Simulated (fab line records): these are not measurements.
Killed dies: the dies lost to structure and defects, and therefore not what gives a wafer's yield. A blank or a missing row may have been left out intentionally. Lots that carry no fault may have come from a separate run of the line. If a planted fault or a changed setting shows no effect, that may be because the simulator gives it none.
fab line records	flow nand_harc
record: lots: 7	wafers: 19	last_day: 24
route steps=1159 shown A_STAIRCASE@686 END@1159
lots with no fault: from the same line, run without faults
start_h: hours from the record's opening day to when the first of the lot's shown wafers began	wait_h: hours elapsed since this lot's preceding step	" repeats the value in the row above	L1.1+2: a row that stands for several wafers	- either no value or no given start	* or withheld: withheld	< > ~ a bound
route shown NAME@n: NAME is a module with steps in the file, n the number in the route of the first one	usual: mean and standard deviation over wafers with no fault	same: alike in all rows	chamber/n: place in a boat	sites: the reading at each site	_std_site: how widely they spread, as a standard deviation	_edge_site: mean of outer sites minus mean of inner sites	radius_mm: for every site, how far away it sits from the centre of the wafer	mask NAME#n: copy n	behind: the last tool/chamber to shape the wafer	hold: what put the lot on hold/how long, in hours/how the hold closed	device: transistor that didn't switch, given as n, p or np	end of line: the same wafers' tests at the end of the route	for a step that has no rows: nothing shown but its recipe	killed: dies that structure and defects cost at the first sort, which is not the same as the wafer's yield	map: a wafer's dies, x killed, . not, _ none there
set.NAME: the setting the step ran with; set.NAME@STEP: the setting that earlier step ran with	model.NAME: the simulator's own value behind a step, which no gauge read
lots at some steps of the route; a table a step, a row a wafer
services: the hour from which a tool's chamber was out of use, counted from the record's first day as start_h (under 0 if before that day), plus the number of hours and why
== steps ==
step: NHARC_A_STAIRCASE_HARDBAKE_311
recipe: temp_c: 120	time_s: 140
step: NHARC_A_STAIRCASE_DESCUM_312
recipe: time_s: 3	o2_flow_sccm: 200	ar_flow_sccm: 0	bias_power_w: 0	chemistry: O2
usual: drypump_motor_current_A: 5.8/0.42	oes_product_au: 1.003/0.01	rf_vpp_V: 57.7/0.84	showerhead_plenum_p_Torr: 1.91/0.09	throttle_valve_pct: 11.312/0.0091
lot.wafer	tool	chamber	start_h	wait_h	drypump_motor_current_A	oes_product_au	rf_hours_counter_h	rf_vpp_V	showerhead_plenum_p_Torr	throttle_valve_pct
L147.3	rie_diel-11	0	263.66	-	6.1	0.995	17	58.5	1.94	11.288
L147.1	"	1	"	"	5.8	1.008	25	57.4	1.94	11.311
L147.2	"	2	"	"	5.4	1.006	24	57.9	2.00	11.313
L153.1	rie_diel-02	2	298.21	-	5.7	1.008	54	57.9	1.86	11.296
L153.3	"	1	"	"	5.1	1.006	51	56.3	1.77	11.311
L153.6	"	2	"	"	5.7	1.007	-	57.0	1.86	11.309
L158.2	rie_diel-03	0	348.59	-	5.9	1.015	44	58.7	1.90	11.296
L158.6	"	0	"	"	5.9	1.000	-	58.3	1.90	11.316
L162.3	rie_diel-03	1	357.34	-	5.6	1.013	45	56.9	1.92	11.288
L162.6	"	0	"	"	5.9	0.999	-	58.2	1.90	11.304
L162.5	"	1	"	"	5.6	1.005	-	58.4	1.92	11.309
L161.3	rie_diel-02	3	358.58	-	6.4	1.011	9	58.3	2.07	11.300
L161.6	"	3	"	"	6.4	0.997	-	58.0	2.07	11.319
L165.2	rie_diel-03	2	371.84	-	5.9	0.987	52	57.7	1.98	11.318
L165.4	"	3	"	"	5.7	0.998	53	57.3	1.82	11.319
L165.1	"	0	"	"	5.8	0.996	50	57.1	1.90	11.317
L167.2	rie_diel-02	2	376.61	-	5.7	1.008	14	55.9	1.85	11.301
L167.4	"	3	"	"	6.5	1.000	13	60.0	2.07	11.314
L167.1	"	1	"	"	5.1	0.994	14	57.9	2.07	11.316
step: NHARC_A_STAIRCASE_ETCH_313
recipe: cf4_flow_sccm: 100	chf3_flow_sccm: 30	ar_flow_sccm: 0	rf_w: 500	bias_w: 200	chemistry: CF4/CHF3
step: NHARC_A_STAIRCASE_HM_OPEN_463
recipe: o2_flow_sccm: 400	cos_flow_sccm: 20	ar_flow_sccm: 0	rf_w: 500	bias_w: 300	chemistry: O2/COS
usual: drypump_motor_current_A: 5.8/0.43	oes_product_au: 1.003/0.01	rf_vpp_V: 467/3.1	showerhead_plenum_p_Torr: 3.12/0.14	throttle_valve_pct: 28.331/0.0086
lot.wafer	tool	chamber	start_h	wait_h	drypump_motor_current_A	oes_product_au	rf_hours_counter_h	rf_vpp_V	showerhead_plenum_p_Torr	throttle_valve_pct
L147.2	rie_diel-11	2	-	-	5.4	1.010	24	469	3.26	28.345
L147.1	"	3	"	"	5.5	0.986	24	470	3.17	28.349
L147.3	"	1	"	"	5.8	0.995	25	468	3.16	28.329
L153.3	rie_diel-02	2	-	-	5.7	1.011	54	466	3.04	28.323
L153.1	"	0	"	"	6.3	0.988	50	468	3.03	28.329
L153.6	"	2	"	"	5.7	1.019	-	467	3.04	28.326
L158.2	rie_diel-03	3	-	-	5.7	0.992	48	465	2.98	28.323
L158.6	"	2	"	"	5.9	0.994	-	470	3.23	28.339
L161.3	rie_diel-02	2	-	-	5.6	1.023	10	465	3.03	28.325
L161.6	"	3	"	"	6.4	1.011	-	472	3.37	28.338
L162.3	rie_diel-03	0	-	-	5.9	1.013	48	468	3.10	28.327
L162.6	"	2	"	"	5.9	0.991	-	470	3.23	28.343
L162.5	"	3	"	"	5.7	1.002	-	466	2.98	28.323
L165.1	rie_diel-03	2	-	-	5.9	0.986	52	469	3.23	28.337
L165.2	"	3	"	"	5.7	0.997	53	465	2.98	28.323
L165.4	"	0	"	"	5.9	0.997	50	468	3.10	28.330
L167.2	rie_diel-02	0	-	-	6.3	0.986	13	466	3.02	28.333
L167.4	"	1	"	"	5.1	1.005	14	473	3.37	28.349
L167.1	"	2	"	"	5.7	1.011	14	464	3.03	28.330
step: NHARC_A_STAIRCASE_STRIP_464
recipe: o2_flow_sccm: 400	cos_flow_sccm: 20	ar_flow_sccm: 0	bias_w: 0	chemistry: O2/COS
step: NHARC_A_STAIRCASE_ETCH_453
recipe: target_depth_a: 300	overetch_a: 30	time_s: 16.5	ion_energy_ev: 100	cf4_flow_sccm: 80	o2_flow_sccm: 20	ar_flow_sccm: 0	rf_w: 300	bias_w: 100	chemistry: CF4/O2
step: NHARC_A_STAIRCASE_ETCH_315
recipe: target_depth_a: 25000	time_s: 607.1	ion_energy_ev: 800	c4f8_flow_sccm: 80	o2_flow_sccm: 60	ar_flow_sccm: withheld	rf_w: 600	bias_w: 3000	chemistry: C4F8/O2/Ar
usual: oes_product_au: 0.934/0.0098	rf_vpp_V: 1826/11
lot.wafer	tool	chamber	start_h	wait_h	oes_product_au	rf_hours_counter_h	rf_vpp_V
L147.2	rie_diel-11	2	-	-	0.931	24	1838
L147.3	"	3	"	"	0.925	25	1831
L147.1	"	0	"	"	0.928	17	1829
L153.3	rie_diel-02	1	-	-	0.954	51	1808
L153.1	"	0	"	"	0.922	50	1820
L153.6	"	1	"	"	0.947	-	1807
L158.2	rie_diel-03	3	-	-	0.925	48	1818
L158.6	"	1	"	"	0.929	-	1829
L162.3	rie_diel-03	0	-	-	0.921	48	1825
L162.5	"	1	"	"	0.929	-	1826
L162.6	"	2	"	"	0.925	-	1836
L161.3	rie_diel-02	0	-	-	0.912	9	1820
L161.6	"	2	"	"	0.949	-	1819
L165.4	rie_diel-03	1	-	-	0.944	49	1828
L165.1	"	2	"	"	0.915	52	1835
L165.2	"	3	"	"	0.932	54	1814
L167.2	rie_diel-02	1	-	-	0.934	14	1847
L167.4	"	2	"	"	0.953	14	1818
L167.1	"	0	"	"	0.906	13	1818
step: NHARC_A_STAIRCASE_STRIP_316
recipe: o2_flow_sccm: 500	ar_flow_sccm: 0	bias_w: 0	chemistry: O2
usual: drypump_motor_current_A: 5.8/0.43	oes_product_au: 1.000/0.0086	rf_vpp_V: 57.7/0.88	showerhead_plenum_p_Torr: 3.53/0.16	throttle_valve_pct: 17.037/0.0091
lot.wafer	tool	chamber	start_h	wait_h	drypump_motor_current_A	oes_product_au	rf_hours_counter_h	rf_vpp_V	showerhead_plenum_p_Torr	throttle_valve_pct
L147.3	rie_diel-11	2	-	-	5.4	1.009	24	57.9	3.68	17.048
L147.1	"	3	"	"	5.5	1.006	25	58.2	3.58	17.018
L147.2	"	0	"	"	6.1	0.993	17	57.2	3.57	17.023
L153.3	rie_diel-02	2	-	-	5.7	1.006	54	58.5	3.43	17.047
L153.1	"	3	"	"	6.4	1.006	53	56.8	3.27	17.044
L153.6	"	1	"	"	5.1	1.015	-	56.5	3.27	17.042
L158.2	rie_diel-03	3	-	-	5.7	0.986	48	56.7	3.37	17.034
L158.6	"	1	"	"	5.7	0.997	-	56.9	3.54	17.030
L162.3	rie_diel-03	1	-	-	5.6	1.009	48	58.1	3.54	17.047
L162.5	"	1	"	"	5.7	0.998	-	57.2	3.54	17.030
L162.6	"	2	"	"	5.9	0.992	-	58.9	3.65	17.038
L161.3	rie_diel-02	3	-	-	6.5	1.002	10	58.6	3.80	17.031
L161.6	"	1	"	"	5.1	0.996	-	59.3	3.80	17.030
L165.4	rie_diel-03	3	-	-	5.7	1.004	54	57.0	3.37	17.050
L165.2	"	0	"	"	5.9	1.003	50	57.2	3.51	17.029
L165.1	"	1	"	"	5.6	0.997	49	57.6	3.54	17.039
L167.1	rie_diel-02	3	-	-	6.5	0.998	13	58.3	3.80	17.026
L167.2	"	0	"	"	6.3	0.988	13	57.6	3.42	17.030
L167.4	"	1	"	"	5.1	1.005	15	59.2	3.80	17.049
step: NHARC_A_STAIRCASE_STRIP_317
recipe: time_s: 900	temp_c: 130	chemistry: SPM
step: NHARC_A_STAIRCASE_PRECLEAN_318
recipe: time_s: *	temp_c: 50	bath_age_min: 0	chemistry: SC1
step: NHARC_A_STAIRCASE_SRD_329
step: NHARC_A_STAIRCASE_ALD_415
recipe: target_thk_a: 300	pulse_time_s: 6	ald_cycles: 300	temp_c: 300	material: SiO2
usual: ald_cycles: 300/0	heater_power_outer_w: 278/33	heater_power_w: 488/63	precursor_pulse_height_rel: 1.001/0.019
lot.wafer	tool	chamber	start_h	wait_h	ald_cycles	heater_power_outer_w	heater_power_w	precursor_pulse_height_rel
L147.2	ald_hk-01	1	265.82	0.1	300	304	500	0.978
L147.1	"	2	"	"	300	307	541	1.024
L147.3	"	3	"	"	300	283	468	1.012
L153.1	ald_hk-03	0	301.00	1.0	300	247	415	0.974
L153.3	"	2	302.85	2.8	300	315	575	0.966
L153.6	"	0	304.69	4.7	300	248	404	1.008
L158.2	ald_hk-03	3	351.14	0.8	381	263	463	1.008
L158.6	"	1	"	"	300	277	500	1.036
L162.3	ald_hk-04	0	361.31	0.8	300	337	601	0.998
L162.5	"	1	"	"	300	249	431	0.961
L162.6	"	2	"	"	300	252	434	1.005
L161.3	ald_hk-03	2	361.49	0.8	381	318	587	1.002
L161.6	"	3	"	"	300	265	466	1.021
L165.2	ald_hk-03	2	374.11	0.1	381	322	576	1.004
L165.1	"	3	"	"	300	264	463	0.995
L165.4	"	0	"	"	300	241	413	1.026
L167.4	ald_hk-04	0	379.26	0.7	300	330	595	1.005
L167.1	"	1	"	"	300	250	430	0.994
L167.2	"	3	"	"	300	275	485	0.989
step: NHARC_A_STAIRCASE_ETCHBACK_416
recipe: target_depth_a: 360	time_s: 7.2	c4f8_flow_sccm: withheld	o2_flow_sccm: 8	ar_flow_sccm: withheld	rf_w: 600	bias_w: 800	chemistry: C4F8/O2/Ar
usual: oes_product_au: 0.94/0.033	rf_vpp_V: 723/4.5
lot.wafer	tool	chamber	start_h	wait_h	oes_product_au	rf_hours_counter_h	rf_vpp_V
L147.3	rie_diel-03	2	-	-	1.00	13	726
L147.2	"	3	"	"	1.00	17	719
L147.1	"	0	"	"	0.99	15	724
L153.1	rie_diel-03	1	306.49	4.6	0.92	25	725
L153.3	"	2	"	"	0.93	28	726
L153.6	"	2	"	"	0.91	-	727
L158.2	rie_diel-03	3	-	-	0.91	49	720
L158.6	"	0	"	"	0.92	-	723
L162.3	rie_diel-02	3	-	-	0.93	11	731
L162.6	"	3	"	"	0.93	-	731
L162.5	"	0	"	"	0.93	-	719
L161.3	rie_diel-11	0	-	-	0.93	54	724
L161.6	"	0	"	"	0.93	-	725
L165.4	rie_diel-03	2	-	-	0.91	54	726
L165.2	"	3	"	"	0.93	55	718
L165.1	"	0	"	"	0.92	51	723
L167.1	rie_diel-02	0	-	-	0.91	15	720
L167.4	"	1	"	"	0.93	17	730
L167.2	"	2	"	"	0.93	16	720
step: NHARC_END_SORT_01
recipe: temp_c: 25
usual: killed_at_array: 28/11	killed_at_other: 0.5/0.85	killed_at_periphery: 2.7/1.9	killed_dies: 32/12	killed_open: 3.3/1.6	killed_short: 2.1/1.5
same: gross_dies: 677
lot.wafer	tool	chamber	start_h	wait_h	killed_at_array	killed_at_other	killed_at_periphery	killed_dies	killed_open	killed_short
L158.2	prober-01	0	526.61	2.8	672	1	4	677	2	1
L161.3	prober-01	0	557.85	3.1	673	0	4	677	1	0
L161.6	prober-01	0	560.24	4.0	19	1	0	20	3	3
L165.2	prober-02	0	572.54	2.8	675	0	2	677	2	2
killed by level:class
L158.2 A_STAIRCASE:area_ald=637 A_SLIT:chamber_film_flake=19 P_M1:chamber_film_flake=3 A_CHANNEL_HOLE_D1:chamber_film_flake=3 A_CONTACT:chamber_film_flake=3 A_M0:chamber_film_flake=2 A_CONTACT:geometric_particle:open=2 A_ZERO_WELL:chamber_film_flake=2
L161.3 A_STAIRCASE:area_ald=663 A_STAIRCASE:chamber_film_flake=5 A_CHANNEL_HOLE_D1:chamber_film_flake=2 P_M0:geometric_particle:open=1 P_ZERO_WELL:chamber_film_flake=1 P_STI:chamber_film_flake=1 P_GATE:chamber_film_flake=1 A_ZERO_WELL:chamber_film_flake=1
L161.6 A_CHANNEL_HOLE_D1:chamber_film_flake=4 A_STAIRCASE:chamber_film_flake=4 A_CONTACT:chamber_film_flake=3 A_CHANNEL_FILL_D1:geometric_particle:short=1 A_SGD_CUT:geometric_particle:open=1 A_WL_FILL:geometric_particle:short=1 A_CONTACT:geometric_particle:open=1 A_M0:geometric_particle:open=1
L165.2 A_STAIRCASE:area_ald=632 A_SLIT:chamber_film_flake=21 A_CHANNEL_HOLE_D1:chamber_film_flake=13 A_STAIRCASE:chamber_film_flake=3 A_CONTACT:chamber_film_flake=3 P_CONTACT:geometric_particle:open=1 A_ONON_D1:geometric_particle:short=1 A_CHANNEL_FILL_D1:geometric_particle:short=1
map L158.2 (x killed, . not)
____________x____________
_________xxxxxxx_________
_______xxxxxxxxxxx_______
______xxxxxxxxxxxxx______
_____xxxxxxxxxxxxxxx_____
____xxxxxxxxxxxxxxxxx____
____xxxxxxxxxxxxxxxxx____
___xxxxxxxxxxxxxxxxxxx___
___xxxxxxxxxxxxxxxxxxx___
__xxxxxxxxxxxxxxxxxxxxx__
__xxxxxxxxxxxxxxxxxxxxx__
_xxxxxxxxxxxxxxxxxxxxxxx_
_xxxxxxxxxxxxxxxxxxxxxxx_
_xxxxxxxxxxxxxxxxxxxxxxx_
_xxxxxxxxxxxxxxxxxxxxxxx_
_xxxxxxxxxxxxxxxxxxxxxxx_
xxxxxxxxxxxxxxxxxxxxxxxxx
xxxxxxxxxxxxxxxxxxxxxxxxx
xxxxxxxxxxxxxxxxxxxxxxxxx
xxxxxxxxxxxxxxxxxxxxxxxxx
xxxxxxxxxxxxxxxxxxxxxxxxx
_xxxxxxxxxxxxxxxxxxxxxxx_
_xxxxxxxxxxxxxxxxxxxxxxx_
_xxxxxxxxxxxxxxxxxxxxxxx_
_xxxxxxxxxxxxxxxxxxxxxxx_
_xxxxxxxxxxxxxxxxxxxxxxx_
__xxxxxxxxxxxxxxxxxxxxx__
__xxxxxxxxxxxxxxxxxxxxx__
___xxxxxxxxxxxxxxxxxxx___
___xxxxxxxxxxxxxxxxxxx___
____xxxxxxxxxxxxxxxxx____
____xxxxxxxxxxxxxxxxx____
_____xxxxxxxxxxxxxxx_____
______xxxxxxxxxxxxx______
_______xxxxxxxxxxx_______
_________xxxxxxx_________
____________x____________
map L161.3 (x killed, . not)
____________x____________
_________xxxxxxx_________
_______xxxxxxxxxxx_______
______xxxxxxxxxxxxx______
_____xxxxxxxxxxxxxxx_____
____xxxxxxxxxxxxxxxxx____
____xxxxxxxxxxxxxxxxx____
___xxxxxxxxxxxxxxxxxxx___
___xxxxxxxxxxxxxxxxxxx___
__xxxxxxxxxxxxxxxxxxxxx__
__xxxxxxxxxxxxxxxxxxxxx__
_xxxxxxxxxxxxxxxxxxxxxxx_
_xxxxxxxxxxxxxxxxxxxxxxx_
_xxxxxxxxxxxxxxxxxxxxxxx_
_xxxxxxxxxxxxxxxxxxxxxxx_
_xxxxxxxxxxxxxxxxxxxxxxx_
xxxxxxxxxxxxxxxxxxxxxxxxx
xxxxxxxxxxxxxxxxxxxxxxxxx
xxxxxxxxxxxxxxxxxxxxxxxxx
xxxxxxxxxxxxxxxxxxxxxxxxx
xxxxxxxxxxxxxxxxxxxxxxxxx
_xxxxxxxxxxxxxxxxxxxxxxx_
_xxxxxxxxxxxxxxxxxxxxxxx_
_xxxxxxxxxxxxxxxxxxxxxxx_
_xxxxxxxxxxxxxxxxxxxxxxx_
_xxxxxxxxxxxxxxxxxxxxxxx_
__xxxxxxxxxxxxxxxxxxxxx__
__xxxxxxxxxxxxxxxxxxxxx__
___xxxxxxxxxxxxxxxxxxx___
___xxxxxxxxxxxxxxxxxxx___
____xxxxxxxxxxxxxxxxx____
____xxxxxxxxxxxxxxxxx____
_____xxxxxxxxxxxxxxx_____
______xxxxxxxxxxxxx______
_______xxxxxxxxxxx_______
_________xxxxxxx_________
____________x____________
== services ==
tool	chamber	start_h	hours	kind
rie_diel-03	0	248.90	-	clean
rie_diel-03	1	248.90	-	clean
rie_diel-03	2	248.90	-	clean
rie_diel-03	3	248.90	-	clean
rie_diel-03	0	259.93	7.7	repair
rie_diel-03	1	267.17	12.7	repair
rie_diel-11	-	272.47	0.4	repair
rie_diel-03	0	273.40	-	clean
rie_diel-03	2	273.40	-	clean
rie_diel-03	3	273.40	-	clean
rie_diel-03	0	297.90	-	clean
rie_diel-03	1	297.90	-	clean
rie_diel-03	2	297.90	-	clean
rie_diel-03	3	297.90	-	clean
ald_hk-03	-	322.30	10.0	pm
rie_diel-03	0	322.40	-	clean
rie_diel-03	1	322.40	-	clean
rie_diel-03	2	322.40	-	clean
rie_diel-03	3	322.40	-	clean
rie_diel-02	-	328.06	9.0	pm
rie_diel-11	-	339.93	0.7	repair
rie_diel-03	0	346.90	-	clean
rie_diel-03	1	362.93	8.5	repair
rie_diel-11	-	368.53	9.0	pm
== key ==
first_sign: step: NHARC_A_STAIRCASE_ALD_415	reading: ald_cycles	direction: up	sigmas: 99+	usual: 300	struck: 381
effect: step: NHARC_END_SORT_01	reading: killed_at_array	direction: up	sigmas: 57	usual: 28	struck: 673
more_kills_born_at: NHARC_A_STAIRCASE_ALD_415@ald_hk-03: 1932
met_at NHARC_A_STAIRCASE_ALD_415
struck_wafers L158.2,L161.3,L165.2
later_rows_left_out L158.2,L161.3,L165.2
tester_left_out L158,L161,L165
onset_between 301.00 351.14
fault: kind: process_parameter_drift	tool: ald_hk-03	chamber: -	onset_h: 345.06	steps: NHARC_A_STAIRCASE_ALD_415	channel: ald_cycles	offset: 81	shape: step	end_h: 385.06	scope: struck_wafers_only	acts_in: these_recipes_only	stated: 300
tester_left_out: of these lots the tester's yield and bins aren't shown, on N5 and GAA mostly nor the transistor test; their killed dies are dies lost to structure and defects alone, not to doping, threshold or leakage, so they don't give the yield
later_rows_left_out: the simulator's readings of these wafers behind a module that went badly wrong aren't trusted and aren't shown, but for the sort
